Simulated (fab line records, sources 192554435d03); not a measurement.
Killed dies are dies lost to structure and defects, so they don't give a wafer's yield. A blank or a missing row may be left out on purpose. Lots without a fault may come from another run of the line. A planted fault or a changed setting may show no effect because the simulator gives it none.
Chamber matching | flow n5_finfet | N5_BEOL_M6_DESCUM_16 on rie_diel-02: 4 sister chambers
The step chemistry O2, time 7.9 s. 4 wafers are shown with their chamber, then 7 later ones without.

WAFERS WITH THEIR CHAMBER
wafer  | chamber | drypump_motor_current_A (A)
L079.1 | 0       | 6.2
L085.6 | 2       | 5.1
L087.1 | 3       | 5.3
L087.2 | 1       | 5.7

WAFERS WITHOUT THEIR CHAMBER
wafer  | drypump_motor_current_A (A)
L087.4 | 5.8
L088.1 | 5.1
L088.3 | 5.3
L088.5 | 5.7
L094.2 | 5.7
L094.3 | 6.1
L094.5 | 5.3

WHICH CHAMBER EACH WENT THROUGH
wafer  | from the rows above | in truth
L087.4 | 1                   | 1
L088.1 | 2                   | 2
L088.3 | 3                   | 3
L088.5 | 1                   | 1
L094.2 | 1                   | 1
L094.3 | 0                   | 0
L094.5 | 3                   | 3
Placed correctly: 7 of 7. Can't be placed from these rows: 0. Placed wrongly: 0.
How it was worked out, from the rows above alone: a wafer's distance from a chamber is the root of the sum, over the readings, of the square of ((its reading less the chamber's mean) divided by the reading's scatter). The wafer belongs to the nearest chamber; if the next one is less than 2 further off, it can't be placed. A chamber's mean is the mean of its shown wafers. The scatter: with one shown wafer a chamber, the root of the mean of the squares of how far each hidden wafer lies from its nearest shown one.
